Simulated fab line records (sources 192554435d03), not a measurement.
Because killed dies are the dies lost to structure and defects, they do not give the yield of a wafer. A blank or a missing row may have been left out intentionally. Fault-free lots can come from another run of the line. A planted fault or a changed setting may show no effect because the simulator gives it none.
fab line records	flow n5_finfet
record lots=5	wafers=15	last_day=17
route steps=1938 shown MOL_CONTACT_COAG@565 BEOL_M4@1111 PASSIVATION@1936
lots that met no fault: from a run of the same line without faults
start_h: the number of hours between the record's first day and the start of the first shown wafer of the lot	wait_h: how many hours have passed since the lot's step before this one	" unchanged from the row above	L1.1+2: several wafers, shown together as one row	- either no value or no given start	* or withheld: withheld	< > ~ a bound
route shown NAME@n: a module of which the file shows steps, and the number in the route of the first	usual: average and standard deviation across the fault-free wafers	same: alike in all rows	chamber/n: place in a boat	sites: per-site readings	_std_site: the values' standard deviation	_edge_site: mean of outer sites minus mean of inner sites	radius_mm: for every site, how far away it sits from the centre of the wafer	mask NAME#n: copy n	behind: the last tool/chamber to shape the wafer	hold: why the lot was held/for how many hours/how that ended	device: the n, p or np transistor that did not switch	end of line: the same wafers' tests at the end of the route	a step given without rows: its recipe and nothing more	killed: dies that structure and defects cost at the first sort, which is not the same as the wafer's yield	map: a wafer's dies, x killed, . not, _ none there
set.NAME: the setting as run; set.NAME@STEP: as run at that earlier step	model.NAME: the simulator's own value behind a step, which no gauge read
lots at selected steps of the route; one table per step, one row per wafer
services: from which hour (start_h, from the record's first day; less than 0 if before it) a tool's chamber was out of use, for how many hours, and why
## steps
# step N5_MOL_CONTACT_COAG_COAT_76
# recipe resist=SiARC	temp_c=220	time_s=60	spin_rpm=1500	resist_thk_nm=10
# step N5_MOL_CONTACT_COAG_COAT_77
# recipe resist=underlayer	temp_c=205	time_s=60	spin_rpm=1500	resist_thk_nm=10
# step N5_MOL_CONTACT_COAG_COAT_78
# recipe resist=CAR-EUV	spin_rpm=1500	resist_thk_nm=40
# step N5_MOL_CONTACT_COAG_EBR_80
# recipe solvent=PGMEA	ebr_width_mm=1.5
# step N5_MOL_CONTACT_COAG_SOFTBAKE_79
# recipe temp_c=110	time_s=60	resist=CAR-EUV
# step N5_MOL_CONTACT_COAG_EXPOSE_81
# recipe mask_id=VG	na=0.33	source_shape=annular	sigma_inner=0.3	sigma_outer=0.7	polarization=unpolarized	defocus_nm=0	dose_mj=59.5
# step N5_MOL_CONTACT_COAG_PEB_82
# recipe peb_temp_c=100	peb_time_s=60	resist=CAR-EUV
# step N5_MOL_CONTACT_COAG_DEVELOP_83
# recipe develop_time_s=30	developer=TMAH	resist=CAR-EUV	rinse_liquid=surfactant_rinse	dry=air_spin	dev_temp_c=23
# step N5_MOL_CONTACT_COAG_CD_MEAS_84
# recipe target_cd_nm=25.1	landing_energy_ev=500	detector=se_inlens	polarity=opening
# usual cd_nm=25.09/0.25
lot.wafer	tool	chamber	start_h	wait_h	cd_nm
L582.2	cd_sem-01	0	137.97	-	24.69
L582.4	"	0	"	"	24.32
L582.5	"	0	"	"	24.77
L586.2	cd_sem-03	0	156.84	-	25.09
L586.4	"	0	"	"	25.43
L586.5	"	0	"	"	24.94
L587.3	cd_sem-01	0	163.38	-	24.92
L587.4	"	0	"	"	25.32
L587.5	"	0	"	"	25.10
L591.2	cd_sem-01	0	187.43	-	25.41
L591.5	"	0	"	"	25.26
L591.6	"	0	"	"	25.51
L596.2	cd_sem-03	0	214.88	-	24.75
L596.3	"	0	"	"	24.70
L596.4	"	0	"	"	25.00
# step N5_MOL_CONTACT_COAG_OVL_MEAS_85
# recipe points_per_wafer=522
# usual VG_OVL=-0.1/0.73
lot.wafer	tool	chamber	start_h	wait_h	VG_OVL[nm]
L582.2	overlay-01	0	138.00	0.0	-0.5
L582.4	"	0	"	"	-0.1
L582.5	"	0	"	"	0.3
L586.2	overlay-02	0	156.87	0.0	0.4
L586.4	"	0	"	"	0.1
L586.5	"	0	"	"	0.0
L587.3	overlay-02	0	163.41	0.0	-0.6
L587.4	"	0	"	"	-0.6
L587.5	"	0	"	"	-0.7
L591.2	overlay-02	0	187.48	0.0	0.2
L591.5	"	0	"	"	1.0
L591.6	"	0	"	"	0.0
L596.2	overlay-02	0	214.91	0.0	-0.4
L596.3	"	0	"	"	-0.9
L596.4	"	0	"	"	-1.2
# step N5_MOL_CONTACT_COAG_INSPECT_57
# recipe mode=adi	inspect_instrument=brightfield
# usual raw_defect_count=215/64
lot.wafer	tool	chamber	start_h	wait_h	raw_defect_count
L582.2	defect_inspect-01	-	138.06	0.0	160
L582.4	"	-	"	"	185
L582.5	"	-	"	"	150
L586.2	defect_inspect-02	-	156.92	0.0	201
L586.4	"	-	"	"	152
L586.5	"	-	"	"	173
L587.3	defect_inspect-02	-	163.46	0.0	123
L587.4	"	-	"	"	117
L587.5	"	-	"	"	182
L591.2	defect_inspect-01	-	187.53	0.0	224
L591.5	"	-	"	"	196
L591.6	"	-	"	"	212
L596.2	defect_inspect-02	-	214.97	0.0	279
L596.3	"	-	"	"	261
L596.4	"	-	"	"	294
# step N5_MOL_CONTACT_COAG_DESCUM_88
# recipe chemistry=O2	time_s=7	source_power_w=50	bias_power_w=20	pressure_mtorr=20	rf_frequency_hz=2.712e+07	temp_c=40	resist=CAR-EUV	o2_flow_sccm=225
# usual chamber_pressure_mTorr=19.999/0.018	drypump_motor_current_A=5.6/0.43	oes_product_au=0.76/0.073	rf_fwd_power_W=49.31/0.22	rf_vpp_V=243.0/1.4	showerhead_plenum_p_Torr=2.08/0.08	throttle_valve_pct=20.36/0.19
lot.wafer	tool	chamber	start_h	wait_h	chamber_pressure_mTorr	drypump_motor_current_A	oes_product_au	rf_fwd_power_W	rf_hours_counter_h	rf_vpp_V	showerhead_plenum_p_Torr	throttle_valve_pct
L582.2	rie_diel-04	3	138.09	0.0	20.012	5.8	0.76	49.44	141	243.4	2.08	20.11
L582.4	"	1	"	"	20.024	6.4	0.72	49.63	-	242.4	2.13	20.47
L582.5	"	3	"	"	19.988	5.8	0.75	49.31	-	243.8	2.08	20.11
L586.2	rie_diel-01	0	156.96	0.0	20.004	4.9	0.74	49.65	186	243.5	2.09	20.62
L586.4	"	1	"	"	20.006	5.3	0.71	49.58	237	242.7	2.07	20.65
L586.5	"	1	"	"	20.022	5.3	0.70	49.48	-	241.5	2.07	20.67
L587.3	rie_diel-02	3	163.50	0.0	19.993	5.7	0.69	49.36	228	244.9	2.15	20.26
L587.4	"	2	"	"	20.014	5.9	0.70	49.20	218	241.4	1.98	20.63
L587.5	"	0	"	"	20.004	5.3	0.73	49.17	-	243.4	2.07	20.21
L591.2	rie_diel-02	3	187.63	0.1	19.990	5.7	0.68	49.67	236	244.2	2.15	20.27
L591.5	"	1	"	"	19.987	5.7	0.78	49.16	-	242.8	2.01	20.27
L591.6	"	2	"	"	20.025	5.9	0.69	49.16	-	239.5	1.97	20.65
L596.2	rie_diel-01	1	215.00	0.0	20.014	5.3	0.97	49.47	1	243.2	2.06	20.33
L596.3	"	2	"	"	20.018	6.4	0.86	49.62	62	244.5	2.22	20.35
L596.4	"	3	"	"	20.018	4.9	0.85	49.39	70	245.1	2.21	20.21
# step N5_MOL_CONTACT_COAG_ETCH_89
# recipe chemistry=N2/H2	target=underlayer	target_depth_a=130	mask_material=CAR-EUV	time_s=10.4	ion_energy_ev=200	pressure_mtorr=30	source_w=840	bias_w=150	n2_flow_sccm=200	h2_flow_sccm=200	ends=cleared
# usual chamber_pressure_mTorr=30.002/0.029	drypump_motor_current_A=5.6/0.43	etch_rf_on_time_s=10.43/0.22	oes_product_au=0.65/0.061	rf_fwd_power_W=819.1/2.4	rf_vpp_V=523.6/2.7	showerhead_plenum_p_Torr=2.54/0.097	throttle_valve_pct=17.85/0.2
lot.wafer	tool	chamber	start_h	wait_h	chamber_pressure_mTorr	drypump_motor_current_A	etch_rf_on_time_s	oes_product_au	rf_fwd_power_W	rf_hours_counter_h	rf_vpp_V	showerhead_plenum_p_Torr	throttle_valve_pct
L582.2	rie_diel-04	3	138.13	0.0	29.984	5.8	10.06	0.65	819.4	141	522.3	2.56	17.87
L582.4	"	1	"	"	30.019	6.4	10.70	0.61	817.9	-	526.2	2.61	17.96
L582.5	"	3	"	"	30.049	5.8	10.16	0.66	816.6	-	525.8	2.55	17.87
L586.2	rie_diel-01	0	156.99	0.0	30.032	4.9	10.64	0.62	822.1	186	523.0	2.51	17.85
L586.4	"	1	"	"	29.988	5.3	10.31	0.60	819.0	237	523.4	2.50	18.07
L586.5	"	1	"	"	30.012	5.3	10.35	0.60	820.1	-	522.5	2.50	18.06
L587.3	rie_diel-02	3	163.53	0.0	29.979	5.7	10.60	0.59	813.1	228	525.4	2.63	17.89
L587.4	"	2	"	"	30.009	5.9	10.67	0.59	821.8	218	519.6	2.41	18.21
L587.5	"	0	"	"	30.017	5.3	10.32	0.63	819.2	-	524.6	2.52	17.70
L591.2	rie_diel-02	3	187.66	0.0	29.987	5.6	10.53	0.59	818.0	236	526.2	2.63	17.90
L591.5	"	1	"	"	30.000	5.6	10.21	0.67	820.2	-	522.6	2.45	17.77
L591.6	"	2	"	"	29.927	5.9	10.70	0.59	820.5	-	520.6	2.41	18.24
L596.2	rie_diel-01	1	215.03	0.0	29.974	5.3	10.31	0.82	818.2	1	524.1	2.50	17.66
L596.3	"	2	"	"	29.985	6.4	6.15	1.00	813.9	62	529.2	2.70	17.89
L596.4	"	3	"	"	29.938	4.9	10.28	0.72	817.3	70	527.6	2.69	17.66
# step N5_MOL_CONTACT_COAG_ETCH_90
# recipe chemistry=CF4	target=SiARC	target_depth_a=130	mask_material=CAR-EUV	time_s=21.7	ion_energy_ev=80	pressure_mtorr=40	source_w=545	bias_w=36	Ar_flow_sccm=100	cf4_flow_sccm=100	ends=cleared
# usual chamber_pressure_mTorr=40.01/0.039	drypump_motor_current_A=5.6/0.43	etch_rf_on_time_s=21.7/0.44	oes_product_au=0.65/0.062	rf_fwd_power_W=531.4/1.5	rf_vpp_V=184.1/1.2	showerhead_plenum_p_Torr=2.14/0.076	throttle_valve_pct=15.61/0.19
lot.wafer	tool	chamber	start_h	wait_h	chamber_pressure_mTorr	drypump_motor_current_A	etch_rf_on_time_s	oes_product_au	rf_fwd_power_W	rf_hours_counter_h	rf_vpp_V	showerhead_plenum_p_Torr	throttle_valve_pct
L582.2	rie_diel-04	3	138.15	0.0	40.02	5.8	21.3	0.66	532.0	141	184.5	2.15	15.51
L582.4	"	1	"	"	39.96	6.4	22.2	0.61	528.5	-	185.5	2.19	15.80
L582.5	"	3	"	"	39.95	5.8	21.3	0.66	532.7	-	182.7	2.15	15.50
L586.2	rie_diel-01	0	157.01	0.0	39.99	4.9	22.4	0.61	530.9	186	185.2	2.13	15.67
L586.4	"	1	"	"	39.99	5.3	21.6	0.60	531.0	237	184.5	2.11	15.88
L586.5	"	1	"	"	40.02	5.3	21.6	0.61	531.3	-	184.8	2.11	15.87
L587.3	rie_diel-02	3	163.55	0.0	39.97	5.6	21.7	0.60	531.2	228	184.0	2.22	15.57
L587.4	"	2	"	"	40.05	5.9	22.1	0.59	530.9	218	182.1	2.03	15.91
L587.5	"	0	"	"	40.06	5.3	21.2	0.63	532.7	-	185.0	2.15	15.55
L591.2	rie_diel-02	3	187.68	0.0	40.01	5.7	22.1	0.59	533.4	236	184.6	2.21	15.59
L591.5	"	1	"	"	40.03	5.6	21.3	0.67	531.4	-	184.2	2.07	15.50
L591.6	"	2	"	"	40.00	5.9	22.2	0.58	530.5	-	183.2	2.03	15.93
L596.2	rie_diel-01	1	215.05	0.0	40.03	5.3	21.4	0.84	530.9	1	183.5	2.11	15.40
L596.3	"	2	"	"	40.02	6.4	21.4	0.72	535.1	62	185.8	2.27	15.45
L596.4	"	3	"	"	40.05	4.9	21.1	0.72	530.6	70	186.7	2.25	15.35
# step N5_BEOL_M4_RC_MEAS_101
# usual DIBL_N=36.7/1.8	DIBL_P=37.0/2.4	IOFF_N=0.17/0.036	IOFF_P=0.22/0.042	ION_N=673/12	ION_P=462/8.5	SS_N=71.7/0.62	SS_P=73.4/0.65	VT_N=250/3.7	VT_P=-250/3.7
lot.wafer	tool	chamber	start_h	wait_h	DIBL_N[mV/V]	DIBL_P[mV/V]	IOFF_N[nA/um]	IOFF_P[nA/um]	ION_N[uA/um]	ION_P[uA/um]	SS_N[mV/dec]	SS_P[mV/dec]	VT_N[mV]	VT_P[mV]
L582.2	prober-01	0	233.38	0.2	35.0	34.8	0.13	0.18	665	455	71.8	72.8	254	-251
L582.4	"	0	"	"	38.1	37.4	0.18	0.21	667	456	72.5	73.4	249	-250
L582.5	"	0	"	"	36.5	36.2	0.16	0.20	670	456	70.9	73.3	251	-251
L587.3	prober-02	0	237.34	0.3	38.8	38.6	0.19	0.24	697	470	71.6	74.8	248	-252
L587.4	"	0	"	"	35.0	35.0	0.14	0.19	672	459	71.7	72.9	251	-254
L587.5	"	0	"	"	37.7	38.3	0.19	0.25	701	479	72.2	74.6	247	-247
L586.2	prober-01	0	239.58	0.2	34.8	34.0	0.12	0.17	664	456	71.2	72.2	255	-254
L586.4	"	0	"	"	32.0	31.6	0.09	0.14	649	454	70.6	72.3	260	-257
L586.5	"	0	"	"	33.1	33.1	0.09	0.16	641	447	71.2	72.4	262	-258
L591.2	prober-02	0	270.03	0.2	39.2	42.2	0.26	0.34	694	479	71.5	74.5	244	-242
L591.5	"	0	"	"	38.5	41.4	0.24	0.31	704	479	72.3	73.5	242	-242
L591.6	"	0	"	"	38.1	39.3	0.20	0.28	684	472	71.8	73.9	247	-245
L596.2	prober-01	0	300.70	0.2	37.6	36.2	0.17	0.22	675	459	71.5	73.6	249	-252
L596.3	"	0	"	"	34.7	33.3	0.13	0.17	675	459	71.0	72.9	255	-252
L596.4	"	0	"	"	32.5	30.5	0.11	0.15	664	456	70.4	72.1	254	-257
# step N5_PASSIVATION_PROBE_49
# usual defect_limited_yield=91.1/1.4	killed_at_M0_to_M3=32/9.3	killed_at_M4_up=13/5.8	killed_at_contacts=12/6.3	killed_at_front_end=44/12	killed_at_other=3.6/2.7	killed_dies=104/17	killed_open=69/13	killed_short=34/6.9	sort_bin_4_leakage=0.00/0.031	sort_bin_5_function=5.2/0.98	sort_bin_6_memory=3.3/0.59	sort_bin_8_speed=0.01/0.039	sort_n_pass=1075/17	sort_yield_pct=91.1/1.4
# same gross_dies=1180	killed_at_back_side=0
lot.wafer	tool	chamber	start_h	wait_h	defect_limited_yield[%]	killed_at_M0_to_M3	killed_at_M4_up	killed_at_contacts	killed_at_front_end	killed_at_other	killed_dies	killed_open	killed_short	sort_bin_4_leakage[%]	sort_bin_5_function[%]	sort_bin_6_memory[%]	sort_bin_8_speed[%]	sort_n_pass	sort_yield_pct[%]
L582.2	prober-01	-	336.58	0.1	88.6	28	14	14	76	3	135	91	43	0	7.5	3.6	0	1045	88.6
L582.4	prober-01	-	336.68	0.2	90.0	31	12	10	62	3	118	75	40	0	5.8	3.6	0	1062	90.0
L582.5	prober-01	-	336.73	0.2	90.8	38	11	13	44	2	108	71	33	0	5.2	3.5	0	1072	90.8
L586.2	prober-01	-	345.13	0.1	88.6	33	20	30	50	1	134	89	45	0	6.7	4.4	0	1046	88.6
L586.4	prober-01	-	345.23	0.2	85.9	33	15	44	70	4	166	110	48	0	8.1	4.7	0	1014	85.9
L586.5	prober-01	-	345.28	0.2	90.8	27	17	18	47	0	109	72	32	0	4.7	3.6	0.42	1066	90.3
L587.3	prober-02	-	351.38	0.1	91.9	36	9	6	41	3	95	65	30	0	4.1	3.6	0	1085	91.9
L587.4	prober-02	-	351.43	0.2	91.8	38	3	12	44	0	97	61	36	0	5.8	2.1	0	1083	91.8
L587.5	prober-02	-	351.48	0.2	92.3	27	9	13	38	4	91	56	34	0	4.7	2.8	0	1089	92.3
L591.2	prober-02	-	391.13	0.1	91.9	12	17	23	43	1	96	65	29	0.08	4.6	3.1	0	1083	91.8
L591.5	prober-02	-	391.28	0.2	90.3	31	32	11	35	5	114	78	28	0	6.3	2.5	0	1066	90.3
L591.6	prober-02	-	391.33	0.3	91.9	25	20	8	42	0	95	63	30	0	4.2	3.6	0	1085	91.9
L596.2	prober-01	-	418.82	0.1	92.0	36	9	13	35	1	94	66	28	0	4.3	3.2	0	1086	92.0
L596.3	prober-01	-	418.87	0.1	91.5	28	9	9	48	6	100	75	25	0	5.1	3.1	0	1080	91.5
L596.4	prober-01	-	418.92	0.2	92.5	31	10	17	30	1	89	59	30	0	4.4	3.1	0	1091	92.5
# killed by level:class
L582.2 STI_FIN_REVEAL:geometric_particle:open=26 MOL_CONTACT_COAG:geometric_particle:open=9 BEOL_M2:geometric_particle:open=9 FIN_SAQP:geometric_particle:open=8 STI_FIN_REVEAL:geometric_particle:short=8 FIN_SAQP:geometric_particle:short=7 DUMMY_GATE:geometric_particle:open=5 MOL_CONTACT_COAG:geometric_particle:short=5
L582.4 STI_FIN_REVEAL:geometric_particle:open=20 FIN_SAQP:geometric_particle:open=11 FIN_SAQP:geometric_particle:short=8 STI_FIN_REVEAL:geometric_particle:short=8 MOL_CONTACT_COAG:geometric_particle:open=8 BEOL_M0_SAQP:geometric_particle:short=8 BEOL_M4:geometric_particle:open=6 BEOL_M1:geometric_particle:open=5
L582.5 STI_FIN_REVEAL:geometric_particle:open=15 BEOL_M2:geometric_particle:open=13 MOL_CONTACT_COAG:geometric_particle:open=9 BEOL_M0_SAQP:geometric_particle:short=9 FIN_SAQP:geometric_particle:open=5 STI_FIN_REVEAL:geometric_particle:short=4 SPACER0:geometric_particle:short=4 MOL_CONTACT_COAG:geometric_particle:short=4
L586.2 MOL_CONTACT_COAG:geometric_particle:open=24 FIN_SAQP:geometric_particle:open=14 BEOL_M4:geometric_particle:open=14 BEOL_M2:geometric_particle:open=13 FIN_SAQP:geometric_particle:short=12 BEOL_M0_SAQP:geometric_particle:short=7 MOL_CONTACT_COAG:geometric_particle:short=6 DUMMY_GATE:geometric_particle:short=5
L586.4 MOL_CONTACT_COAG:geometric_particle:open=31 STI_FIN_REVEAL:geometric_particle:open=16 FIN_SAQP:geometric_particle:open=14 BEOL_M2:geometric_particle:open=13 MOL_CONTACT_COAG:geometric_particle:short=13 BEOL_M4:geometric_particle:open=10 FIN_SAQP:geometric_particle:short=8 HKMG_FIN:area_etch=8
L586.5 BEOL_M2:geometric_particle:open=16 MOL_CONTACT_COAG:geometric_particle:open=15 FIN_SAQP:geometric_particle:short=8 BEOL_M4:geometric_particle:open=7 GATE_CUT:geometric_particle:short=7 DUMMY_GATE:geometric_particle:open=5 GATE_CUT:geometric_particle:open=5 BEOL_M1:geometric_particle:open=5
L587.3 BEOL_M0_SAQP:geometric_particle:open=15 FIN_SAQP:geometric_particle:open=14 BEOL_M3:geometric_particle:open=9 FIN_SAQP:geometric_particle:short=7 DUMMY_GATE:geometric_particle:open=7 MOL_CONTACT_COAG:geometric_particle:open=6 BEOL_M0_SAQP:geometric_particle:short=6 DUMMY_GATE:geometric_particle:short=3
L587.4 FIN_SAQP:geometric_particle:short=14 MOL_CONTACT_COAG:geometric_particle:open=11 FIN_SAQP:geometric_particle:open=10 BEOL_M3:geometric_particle:open=8 BEOL_M0_SAQP:geometric_particle:open=8 DUMMY_GATE:geometric_particle:open=7 BEOL_M0_SAQP:geometric_particle:short=7 BEOL_M1:geometric_particle:open=5
L587.5 MOL_CONTACT_COAG:geometric_particle:open=13 FIN_SAQP:geometric_particle:open=12 FIN_SAQP:geometric_particle:short=9 GATE_CUT:geometric_particle:short=5 BEOL_M1:geometric_particle:short=5 BEOL_M1:geometric_particle:open=4 STARTING-WAFER:geometric_particle:open=4 DUMMY_GATE:geometric_particle:open=3
L591.2 MOL_CONTACT_COAG:geometric_particle:open=16 FIN_SAQP:geometric_particle:open=10 GATE_CUT:geometric_particle:short=8 BEOL_M4:geometric_particle:open=8 MOL_CONTACT_COAG:geometric_particle:short=7 STI_FIN_REVEAL:geometric_particle:open=5 GATE_CUT:geometric_particle:open=5 BEOL_M0_SAQP:geometric_particle:short=4
L591.5 BEOL_M4:geometric_particle:open=17 BEOL_M2:geometric_particle:open=12 FIN_SAQP:geometric_particle:open=8 MOL_CONTACT_COAG:geometric_particle:open=8 HKMG_FIN:area_etch=7 DUMMY_GATE:geometric_particle:open=6 BEOL_M0_SAQP:geometric_particle:open=6 FIN_SAQP:geometric_particle:short=5
L591.6 DUMMY_GATE:geometric_particle:open=8 BEOL_M0_SAQP:geometric_particle:open=8 FIN_SAQP:geometric_particle:short=6 STI_FIN_REVEAL:geometric_particle:open=6 BEOL_M1:geometric_particle:open=6 GATE_CUT:geometric_particle:open=5 MOL_CONTACT_COAG:geometric_particle:open=5 BEOL_M0_SAQP:geometric_particle:short=5
L596.2 MOL_CONTACT_COAG:geometric_particle:open=8 FIN_SAQP:geometric_particle:open=7 DUMMY_GATE:geometric_particle:open=7 STI_FIN_REVEAL:geometric_particle:open=7 BEOL_M0_SAQP:geometric_particle:short=7 BEOL_M3:geometric_particle:open=7 BEOL_M0_SAQP:geometric_particle:open=6 MOL_CONTACT_COAG:geometric_particle:short=5
L596.3 FIN_SAQP:geometric_particle:open=18 STI_FIN_REVEAL:geometric_particle:open=8 DUMMY_GATE:geometric_particle:open=8 MOL_CONTACT_COAG:geometric_particle:open=6 BEOL_M1:geometric_particle:open=6 FIN_SAQP:geometric_particle:short=5 BEOL_M0_SAQP:geometric_particle:open=5 BEOL_M0_SAQP:geometric_particle:short=5
L596.4 MOL_CONTACT_COAG:geometric_particle:open=13 BEOL_M0_SAQP:geometric_particle:open=9 BEOL_M0_SAQP:geometric_particle:short=8 BEOL_M2:geometric_particle:open=8 FIN_SAQP:geometric_particle:open=6 STI_FIN_REVEAL:geometric_particle:open=6 FIN_SAQP:geometric_particle:short=5 DUMMY_GATE:geometric_particle:open=4
## services
tool	chamber	start_h	hours	kind
rie_diel-04	2	158.20	4.0	repair
rie_diel-04	1	175.91	66.9	repair
rie_diel-01	1	192.52	-	clean
rie_diel-01	1	192.52	-	consumable_replace:focus_ring
## key
first_sign step=N5_MOL_CONTACT_COAG_ETCH_89	reading=etch_rf_on_time_s	direction=down	sigmas=19	usual=*	struck=*
effect step=N5_MOL_CONTACT_COAG_ETCH_89	reading=oes_product_au	direction=up	sigmas=5.8	usual=0.65	struck=1.00
met_at N5_MOL_CONTACT_COAG_ETCH_89
struck_wafers L596.3
onset_between 156.99 215.03
fault kind=process_parameter_drift	tool=rie_diel-01	chamber=-	onset_h=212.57	steps=N5_MOL_CONTACT_COAG_ETCH_89	channel=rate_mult	offset=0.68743	shape=step	end_h=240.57	scope=struck_wafers_only
